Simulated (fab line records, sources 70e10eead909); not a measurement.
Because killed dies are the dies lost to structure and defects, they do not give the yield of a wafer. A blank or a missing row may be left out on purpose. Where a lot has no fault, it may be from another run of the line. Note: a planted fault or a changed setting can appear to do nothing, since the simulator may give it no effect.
Which tool is to blame? || flow nandHarc || 36 wafers from 12 lots sampled at 5 of the route's 1302 steps

## WHAT THE GAUGES SHOWED, per wafer
NHARC_END_SORT_01. Usual: killedAtArray 58, standard deviation 18; killedAtOther 1.0, standard deviation 1.5; killedAtPeriphery 4, standard deviation 3.1; killedDies 64, standard deviation 18; killedOpen 3.4, standard deviation 1.9; killedShort 2.7, standard deviation 1.7.
{"lot": "L140", "measured": "day 31 23:22", "on": "prober-01", "killedAtArray": "72 73 80", "killedAtOther": "0 0 1", "killedAtPeriphery": "1 3 5", "killedDies": "73 76 86", "killedOpen": "4 4 3", "killedShort": "0 3 0", "flag": ""}

## TOOL THAT RAN EACH LOT (tool first, then ch and the chambers of the sampled wafers, then the start)
{"lot": "L125", "NHARC_P_GATE_DEVELOP_25": "lithoTrack-04 ch 0, day 5 04:00", "NHARC_P_GATE_STRIP_101": "rieDiel-07 ch 0,2, day 5 15:22", "NHARC_P_GATE_DESCUM_48": "rieDiel-05 ch 0,1,2, day 5 16:19", "NHARC_P_GATE_RTA_64": "rtpAnneal-01 ch 0, day 5 21:20"}
{"lot": "L129", "NHARC_P_GATE_DEVELOP_25": "lithoTrack-01 ch 0, day 6 23:00", "NHARC_P_GATE_STRIP_101": "rieDiel-03 ch 1,2,3, day 7 10:26", "NHARC_P_GATE_DESCUM_48": "rieDiel-07 ch 0,1, day 7 11:23", "NHARC_P_GATE_RTA_64": "rtpAnneal-01 ch 0, day 7 20:05"}
{"lot": "L130", "NHARC_P_GATE_DEVELOP_25": "lithoTrack-04 ch 0, day 7 11:00", "NHARC_P_GATE_STRIP_101": "rieDiel-07 ch 2,3, day 7 22:53", "NHARC_P_GATE_DESCUM_48": "rieDiel-07 ch 0,3, day 7 23:59", "NHARC_P_GATE_RTA_64": "rtpAnneal-02 ch 0, day 8 05:22"}
{"lot": "L132", "NHARC_P_GATE_DEVELOP_25": "lithoTrack-01 ch 0, day 8 15:00", "NHARC_P_GATE_STRIP_101": "rieDiel-03 ch 0,1,3, day 9 02:32", "NHARC_P_GATE_DESCUM_48": "rieDiel-07 ch 1,2, day 9 03:30", "NHARC_P_GATE_RTA_64": "rtpAnneal-01 ch 0, day 9 08:34"}
{"lot": "L138", "NHARC_P_GATE_DEVELOP_25": "lithoTrack-01 ch 0, day 11 05:00", "NHARC_P_GATE_STRIP_101": "rieDiel-07 ch 0,2,3, day 11 18:44", "NHARC_P_GATE_DESCUM_48": "rieDiel-05 ch 0,2,3, day 11 19:49", "NHARC_P_GATE_RTA_64": "rtpAnneal-02 ch 0, day 12 00:47"}
{"lot": "L140", "NHARC_P_GATE_DEVELOP_25": "lithoTrack-01 ch 0, day 11 18:00", "NHARC_P_GATE_STRIP_101": "rieDiel-05 ch 1,2,3, day 12 05:49", "NHARC_P_GATE_DESCUM_48": "rieDiel-05 ch 0,3, day 12 06:56", "NHARC_P_GATE_RTA_64": "rtpAnneal-02 ch 0, day 12 11:55"}
{"lot": "L141", "NHARC_P_GATE_DEVELOP_25": "lithoTrack-06 ch 0, day 11 22:00", "NHARC_P_GATE_STRIP_101": "rieDiel-05 ch 1,3, day 12 10:00", "NHARC_P_GATE_DESCUM_48": "rieDiel-05 ch 0,1,2, day 12 11:05", "NHARC_P_GATE_RTA_64": "rtpAnneal-02 ch 0, day 12 16:14"}
{"lot": "L142", "NHARC_P_GATE_DEVELOP_25": "lithoTrack-06 ch 0, day 12 14:00", "NHARC_P_GATE_STRIP_101": "rieDiel-05 ch 0,1,3, day 13 04:14", "NHARC_P_GATE_DESCUM_48": "rieDiel-03 ch 2,3, day 13 05:20", "NHARC_P_GATE_RTA_64": "rtpAnneal-02 ch 0, day 13 10:17"}
{"lot": "L143", "NHARC_P_GATE_DEVELOP_25": "lithoTrack-06 ch 0, day 12 21:00", "NHARC_P_GATE_STRIP_101": "rieDiel-05 ch 1,2,3, day 13 08:23", "NHARC_P_GATE_DESCUM_48": "rieDiel-05 ch 1,2,3, day 13 09:20", "NHARC_P_GATE_RTA_64": "rtpAnneal-02 ch 0, day 13 14:27"}
{"lot": "L145", "NHARC_P_GATE_DEVELOP_25": "lithoTrack-06 ch 0, day 13 15:00", "NHARC_P_GATE_STRIP_101": "rieDiel-07 ch 0,2, day 14 04:16", "NHARC_P_GATE_DESCUM_48": "rieDiel-05 ch 0,3, day 14 05:21", "NHARC_P_GATE_RTA_64": "rtpAnneal-01 ch 0, day 14 10:23"}
{"lot": "L146", "NHARC_P_GATE_DEVELOP_25": "lithoTrack-01 ch 0, day 14 05:00", "NHARC_P_GATE_STRIP_101": "rieDiel-07 ch 0,3, day 14 16:32", "NHARC_P_GATE_DESCUM_48": "rieDiel-05 ch 0,2, day 14 17:31", "NHARC_P_GATE_RTA_64": "rtpAnneal-01 ch 0, day 14 23:31"}
{"lot": "L147", "NHARC_P_GATE_DEVELOP_25": "lithoTrack-04 ch 0, day 14 09:00", "NHARC_P_GATE_STRIP_101": "rieDiel-07 ch 1,2,3, day 14 21:06", "NHARC_P_GATE_DESCUM_48": "rieDiel-07 ch 0,3, day 14 22:04", "NHARC_P_GATE_RTA_64": "rtpAnneal-02 ch 0, day 15 03:11"}
- NHARC_P_GATE_DEVELOP_25: develop time 35 s.
- NHARC_P_GATE_STRIP_101: strips in O2, time 20 s.
- NHARC_P_GATE_DESCUM_48: chemistry O2, time 3 s.
- NHARC_P_GATE_RTA_64: time 1 s.

## WHAT THE TOOLS THEMSELVES READ (means of the sampled wafers that have a number; where no wafer has one, the mark that the record gives instead)
NHARC_P_GATE_DEVELOP_25. Usual: developerTempC 23.00 C, standard deviation 0.1.
{"lot": "L125", "tool": "lithoTrack-04", "developerTempC (C)": 22.91, "flag": ""}
{"lot": "L129", "tool": "lithoTrack-01", "developerTempC (C)": 23.01, "flag": ""}
{"lot": "L130", "tool": "lithoTrack-04", "developerTempC (C)": 22.96, "flag": ""}
{"lot": "L132", "tool": "lithoTrack-01", "developerTempC (C)": 22.94, "flag": ""}
{"lot": "L138", "tool": "lithoTrack-01", "developerTempC (C)": 22.12, "flag": "OFF"}
{"lot": "L140", "tool": "lithoTrack-01", "developerTempC (C)": 22.20, "flag": "OFF"}
{"lot": "L141", "tool": "lithoTrack-06", "developerTempC (C)": 23.05, "flag": ""}
{"lot": "L142", "tool": "lithoTrack-06", "developerTempC (C)": 23.06, "flag": ""}
{"lot": "L143", "tool": "lithoTrack-06", "developerTempC (C)": 22.81, "flag": ""}
{"lot": "L145", "tool": "lithoTrack-06", "developerTempC (C)": 23.11, "flag": ""}
{"lot": "L146", "tool": "lithoTrack-01", "developerTempC (C)": 22.97, "flag": ""}
{"lot": "L147", "tool": "lithoTrack-04", "developerTempC (C)": 23.04, "flag": ""}

NHARC_P_GATE_STRIP_101. Usual: drypumpMotorCurrentA 5.9 A, standard deviation 0.44; o2FlowSccm 500.1 sccm, standard deviation 1.6; oesProductAu 1.002 a.u., standard deviation 0.01; rfVppV 57.9 V, standard deviation 0.9; showerheadPlenumPTorr 3.56 Torr, standard deviation 0.15; throttleValvePct 17.037 %, standard deviation 0.0095.
{"lot": "L125", "tool": "rieDiel-07", "drypumpMotorCurrentA (A)": 5.9, "o2FlowSccm (sccm)": 500.4, "oesProductAu (a.u.)": 1.005, "rfVppV (V)": 57.7, "showerheadPlenumPTorr (Torr)": 3.66, "throttleValvePct (%)": 17.028, "flag": ""}
{"lot": "L129", "tool": "rieDiel-03", "drypumpMotorCurrentA (A)": 5.7, "o2FlowSccm (sccm)": 500.5, "oesProductAu (a.u.)": 0.996, "rfVppV (V)": 57.1, "showerheadPlenumPTorr (Torr)": 3.40, "throttleValvePct (%)": 17.040, "flag": ""}
{"lot": "L130", "tool": "rieDiel-07", "drypumpMotorCurrentA (A)": 5.4, "o2FlowSccm (sccm)": 498.7, "oesProductAu (a.u.)": 0.991, "rfVppV (V)": 58.5, "showerheadPlenumPTorr (Torr)": 3.72, "throttleValvePct (%)": 17.041, "flag": ""}
{"lot": "L132", "tool": "rieDiel-03", "drypumpMotorCurrentA (A)": 5.6, "o2FlowSccm (sccm)": 499.8, "oesProductAu (a.u.)": 0.997, "rfVppV (V)": 58.1, "showerheadPlenumPTorr (Torr)": 3.42, "throttleValvePct (%)": 17.032, "flag": ""}
{"lot": "L138", "tool": "rieDiel-07", "drypumpMotorCurrentA (A)": 5.6, "o2FlowSccm (sccm)": 501.1, "oesProductAu (a.u.)": 0.996, "rfVppV (V)": 58.7, "showerheadPlenumPTorr (Torr)": 3.69, "throttleValvePct (%)": 17.037, "flag": ""}
{"lot": "L140", "tool": "rieDiel-05", "drypumpMotorCurrentA (A)": 6.2, "o2FlowSccm (sccm)": 500.2, "oesProductAu (a.u.)": 0.998, "rfVppV (V)": 57.9, "showerheadPlenumPTorr (Torr)": 3.54, "throttleValvePct (%)": 17.045, "flag": ""}
{"lot": "L141", "tool": "rieDiel-05", "drypumpMotorCurrentA (A)": 6.2, "o2FlowSccm (sccm)": 500.1, "oesProductAu (a.u.)": 1.008, "rfVppV (V)": 57.6, "showerheadPlenumPTorr (Torr)": 3.47, "throttleValvePct (%)": 17.032, "flag": ""}
{"lot": "L142", "tool": "rieDiel-05", "drypumpMotorCurrentA (A)": 6.0, "o2FlowSccm (sccm)": 501.4, "oesProductAu (a.u.)": 1.013, "rfVppV (V)": 58.1, "showerheadPlenumPTorr (Torr)": 3.44, "throttleValvePct (%)": 17.036, "flag": ""}
{"lot": "L143", "tool": "rieDiel-05", "drypumpMotorCurrentA (A)": 6.2, "o2FlowSccm (sccm)": 500.4, "oesProductAu (a.u.)": 0.994, "rfVppV (V)": 58.3, "showerheadPlenumPTorr (Torr)": 3.54, "throttleValvePct (%)": 17.037, "flag": ""}
{"lot": "L145", "tool": "rieDiel-07", "drypumpMotorCurrentA (A)": 5.8, "o2FlowSccm (sccm)": 499.7, "oesProductAu (a.u.)": 1.010, "rfVppV (V)": 58.4, "showerheadPlenumPTorr (Torr)": 3.66, "throttleValvePct (%)": 17.034, "flag": ""}
{"lot": "L146", "tool": "rieDiel-07", "drypumpMotorCurrentA (A)": 5.6, "o2FlowSccm (sccm)": 498.8, "oesProductAu (a.u.)": 1.008, "rfVppV (V)": 58.8, "showerheadPlenumPTorr (Torr)": 3.70, "throttleValvePct (%)": 17.045, "flag": ""}
{"lot": "L147", "tool": "rieDiel-07", "drypumpMotorCurrentA (A)": 5.8, "o2FlowSccm (sccm)": 499.4, "oesProductAu (a.u.)": 0.999, "rfVppV (V)": 57.8, "showerheadPlenumPTorr (Torr)": 3.70, "throttleValvePct (%)": 17.031, "flag": ""}

NHARC_P_GATE_DESCUM_48. Usual: drypumpMotorCurrentA 5.9 A, standard deviation 0.43; o2FlowSccm 200.0 sccm, standard deviation 0.59; oesProductAu 1.004 a.u., standard deviation 0.011; rfVppV 57.8 V, standard deviation 0.89; showerheadPlenumPTorr 1.94 Torr, standard deviation 0.085; throttleValvePct 11.311 %, standard deviation 0.0095.
{"lot": "L125", "tool": "rieDiel-05", "drypumpMotorCurrentA (A)": 6.0, "o2FlowSccm (sccm)": 200.0, "oesProductAu (a.u.)": 0.991, "rfVppV (V)": 58.2, "showerheadPlenumPTorr (Torr)": 1.94, "throttleValvePct (%)": 11.311, "flag": ""}
{"lot": "L129", "tool": "rieDiel-07", "drypumpMotorCurrentA (A)": 6.1, "o2FlowSccm (sccm)": 199.8, "oesProductAu (a.u.)": 1.021, "rfVppV (V)": 58.4, "showerheadPlenumPTorr (Torr)": 2.02, "throttleValvePct (%)": 11.311, "flag": ""}
{"lot": "L130", "tool": "rieDiel-07", "drypumpMotorCurrentA (A)": 5.4, "o2FlowSccm (sccm)": 199.9, "oesProductAu (a.u.)": 1.011, "rfVppV (V)": 58.1, "showerheadPlenumPTorr (Torr)": 2.03, "throttleValvePct (%)": 11.309, "flag": ""}
{"lot": "L132", "tool": "rieDiel-07", "drypumpMotorCurrentA (A)": 6.1, "o2FlowSccm (sccm)": 200.1, "oesProductAu (a.u.)": 1.007, "rfVppV (V)": 58.2, "showerheadPlenumPTorr (Torr)": 2.01, "throttleValvePct (%)": 11.326, "flag": ""}
{"lot": "L138", "tool": "rieDiel-05", "drypumpMotorCurrentA (A)": 5.9, "o2FlowSccm (sccm)": 200.3, "oesProductAu (a.u.)": 0.996, "rfVppV (V)": 58.2, "showerheadPlenumPTorr (Torr)": 1.90, "throttleValvePct (%)": 11.304, "flag": ""}
{"lot": "L140", "tool": "rieDiel-05", "drypumpMotorCurrentA (A)": 5.7, "o2FlowSccm (sccm)": 200.8, "oesProductAu (a.u.)": 0.995, "rfVppV (V)": 57.9, "showerheadPlenumPTorr (Torr)": 1.85, "throttleValvePct (%)": 11.311, "flag": ""}
{"lot": "L141", "tool": "rieDiel-05", "drypumpMotorCurrentA (A)": 6.0, "o2FlowSccm (sccm)": 200.1, "oesProductAu (a.u.)": 1.001, "rfVppV (V)": 57.8, "showerheadPlenumPTorr (Torr)": 1.93, "throttleValvePct (%)": 11.300, "flag": ""}
{"lot": "L142", "tool": "rieDiel-03", "drypumpMotorCurrentA (A)": 6.3, "o2FlowSccm (sccm)": 199.9, "oesProductAu (a.u.)": 1.020, "rfVppV (V)": 56.8, "showerheadPlenumPTorr (Torr)": 1.86, "throttleValvePct (%)": 11.312, "flag": ""}
{"lot": "L143", "tool": "rieDiel-05", "drypumpMotorCurrentA (A)": 6.1, "o2FlowSccm (sccm)": 199.7, "oesProductAu (a.u.)": 1.001, "rfVppV (V)": 57.5, "showerheadPlenumPTorr (Torr)": 1.91, "throttleValvePct (%)": 11.308, "flag": ""}
{"lot": "L145", "tool": "rieDiel-05", "drypumpMotorCurrentA (A)": 5.9, "o2FlowSccm (sccm)": 199.4, "oesProductAu (a.u.)": 0.998, "rfVppV (V)": 57.8, "showerheadPlenumPTorr (Torr)": 1.83, "throttleValvePct (%)": 11.309, "flag": ""}
{"lot": "L146", "tool": "rieDiel-05", "drypumpMotorCurrentA (A)": 5.9, "o2FlowSccm (sccm)": 199.7, "oesProductAu (a.u.)": 1.001, "rfVppV (V)": 57.6, "showerheadPlenumPTorr (Torr)": 1.97, "throttleValvePct (%)": 11.310, "flag": ""}
{"lot": "L147", "tool": "rieDiel-07", "drypumpMotorCurrentA (A)": 5.6, "o2FlowSccm (sccm)": 199.6, "oesProductAu (a.u.)": 1.011, "rfVppV (V)": 58.3, "showerheadPlenumPTorr (Torr)": 2.02, "throttleValvePct (%)": 11.299, "flag": ""}

NHARC_P_GATE_RTA_64. Usual: lampPowerPct 34.55 %, standard deviation 0.12; wafer_temp_C_max 1053.8, standard deviation 0.87.
{"lot": "L125", "tool": "rtpAnneal-01", "lampPowerPct (%)": 34.72, "wafer_temp_C_max": 1053.4, "flag": ""}
{"lot": "L129", "tool": "rtpAnneal-01", "lampPowerPct (%)": 34.67, "wafer_temp_C_max": 1052.8, "flag": ""}
{"lot": "L130", "tool": "rtpAnneal-02", "lampPowerPct (%)": 34.36, "wafer_temp_C_max": 1053.9, "flag": ""}
{"lot": "L132", "tool": "rtpAnneal-01", "lampPowerPct (%)": 34.67, "wafer_temp_C_max": 1053.2, "flag": ""}
{"lot": "L138", "tool": "rtpAnneal-02", "lampPowerPct (%)": 34.43, "wafer_temp_C_max": 1055.4, "flag": ""}
{"lot": "L140", "tool": "rtpAnneal-02", "lampPowerPct (%)": 34.46, "wafer_temp_C_max": 1054.8, "flag": ""}
{"lot": "L141", "tool": "rtpAnneal-02", "lampPowerPct (%)": 34.46, "wafer_temp_C_max": 1053.7, "flag": ""}
{"lot": "L142", "tool": "rtpAnneal-02", "lampPowerPct (%)": 34.40, "wafer_temp_C_max": 1054.2, "flag": ""}
{"lot": "L143", "tool": "rtpAnneal-02", "lampPowerPct (%)": 34.48, "wafer_temp_C_max": 1054.3, "flag": ""}
{"lot": "L145", "tool": "rtpAnneal-01", "lampPowerPct (%)": 34.71, "wafer_temp_C_max": 1053.9, "flag": ""}
{"lot": "L146", "tool": "rtpAnneal-01", "lampPowerPct (%)": 34.68, "wafer_temp_C_max": 1053.5, "flag": ""}
{"lot": "L147", "tool": "rtpAnneal-02", "lampPowerPct (%)": 34.43, "wafer_temp_C_max": 1054.0, "flag": ""}

## THE ANSWER, worked out from the rows above alone
Rule: take the mean of a lot's wafers that have a number; if it is more than 3 standard deviations from the usual mean, the lot is off. Also off: a lot with no number at a reading for which 4 or more lots have one. Where the step has rows for the other lots, those lots are counted as sound. Order of review: gauges by route order, followed by the tools' own readings, for which a lot's mean as printed above is used. The first step at which some lot is off is used, and at that step the reading that is off furthest; a lot without a number counts as furthest.
Off: L138, L140 (NHARC_P_GATE_DEVELOP_25, developerTempC).
If a tool, at that step or one of the process steps before it, ran each lot that is off and ran no sound lot following the first of them, it fits. Of those tried, none fits.

## WHAT THE SIMULATOR HAD INSERTED
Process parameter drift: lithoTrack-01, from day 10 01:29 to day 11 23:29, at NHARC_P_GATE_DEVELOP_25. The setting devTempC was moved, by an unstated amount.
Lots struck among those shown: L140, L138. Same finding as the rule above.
